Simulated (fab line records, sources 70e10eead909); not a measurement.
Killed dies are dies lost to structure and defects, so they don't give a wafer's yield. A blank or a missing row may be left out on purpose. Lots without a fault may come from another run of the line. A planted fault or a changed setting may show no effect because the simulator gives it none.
One fault seen from 2 desks | flow nand_harc | each desk has only its own numbers; what lay behind them comes last

THE METROLOGY DESK
What the gauges read, lot by lot, whatever tool the lot ran on: means of the sampled wafers that have a number. A lot is out of limits, marked OUT, if its mean lies more than 4 standard deviations from the usual mean; the brackets give that distance.
Columns: A = overlay_x_nm at NHARC_P_BONDPAD_OVL_MEAS_38, usual 2 nm; B = overlay_y_nm at NHARC_P_BONDPAD_OVL_MEAS_38, usual 0 nm
lot  | first seen here | A   | B
L831 | day 6 14:29     | 7   | -5
L833 | day 7 12:02     | 9   | 0
L834 | day 8 01:06     | 4   | -7
L835 | day 8 04:55     | 5   | 2
L836 | day 8 20:43     | 7   | 3
L837 | day 8 22:00     | -10 | 3
L839 | day 10 00:32    | -1  | 0
L842 | day 11 07:19    | -6  | 2
L844 | day 11 20:37    | 4   | 7
L847 | day 13 10:16    | 11  | 4
L849 | day 14 00:17    | 7   | -9
L850 | day 14 14:44    | -2  | 5
L851 | day 14 23:14    | 7   | 8
L853 | day 15 21:58    | 1   | -5
This desk's finding: nothing out of limits on any of the 14 lots.

THE TOOL OWNER'S DESK: rie_diel-12
The tool's own readings at NHARC_P_BONDPAD_ETCH_24 (etches the open film in CF4/N2, target depth 30 nm, time 72.99 s): means of the sampled wafers that have a number, for each lot that ran on this tool. A lot is out of limits, marked OUT, if its mean lies more than 4 standard deviations from the usual mean; the brackets give that distance.
Columns: A = drypump_motor_current_A at NHARC_P_BONDPAD_ETCH_24, usual 5.8 A; B = oes_product_au at NHARC_P_BONDPAD_ETCH_24, usual 0.995 a.u.; C = rf_vpp_V at NHARC_P_BONDPAD_ETCH_24, usual 313.2 V; D = run_length_s at NHARC_P_BONDPAD_ETCH_24, usual 94.4 s; E = showerhead_plenum_p_Torr at NHARC_P_BONDPAD_ETCH_24, usual 2.57 Torr; F = throttle_valve_pct at NHARC_P_BONDPAD_ETCH_24, usual 19.793 %
lot  | first seen here | A   | B     | C     | D              | E    | F
L833 | day 7 12:42     | 5.9 | 0.999 | 312.4 | 94.4           | 2.55 | 19.793
L836 | day 8 21:23     | 6.0 | 0.996 | 312.0 | 94.5           | 2.49 | 19.784
L839 | day 10 01:11    | 6.0 | 1.001 | 312.0 | 94.6           | 2.49 | 19.801
L842 | day 11 08:00    | 5.8 | 0.969 | 311.1 | 76.9 (-36) OUT | 2.52 | 19.802
L844 | day 11 21:17    | 5.7 | 0.978 | 312.6 | 86.1 (-17) OUT | 2.50 | 19.796
This desk's finding: out of limits on L842, L844; first on L842, day 11 08:00 (run_length_s at NHARC_P_BONDPAD_ETCH_24). In limits: L833, L836, L839.

PUT TOGETHER
The tool owner's desk could have raised an alarm at day 11 08:00, on L842, L844.
The metrology desk saw nothing out of limits.
The metrology desk has L842, L844 on record, within its limits.
Of the lots named, all ran NHARC_P_BONDPAD_ETCH_24 on rie_diel-12.

WHAT THE SIMULATOR HAD PUT IN
Process parameter drift: rie_diel-12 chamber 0, from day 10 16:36 on, at NHARC_P_BONDPAD_ETCH_24. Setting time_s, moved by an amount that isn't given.
Lots struck among those shown: L842, L844.
Hours from the fault's start to each desk's first reading out of limits: the tool owner's desk, 15.
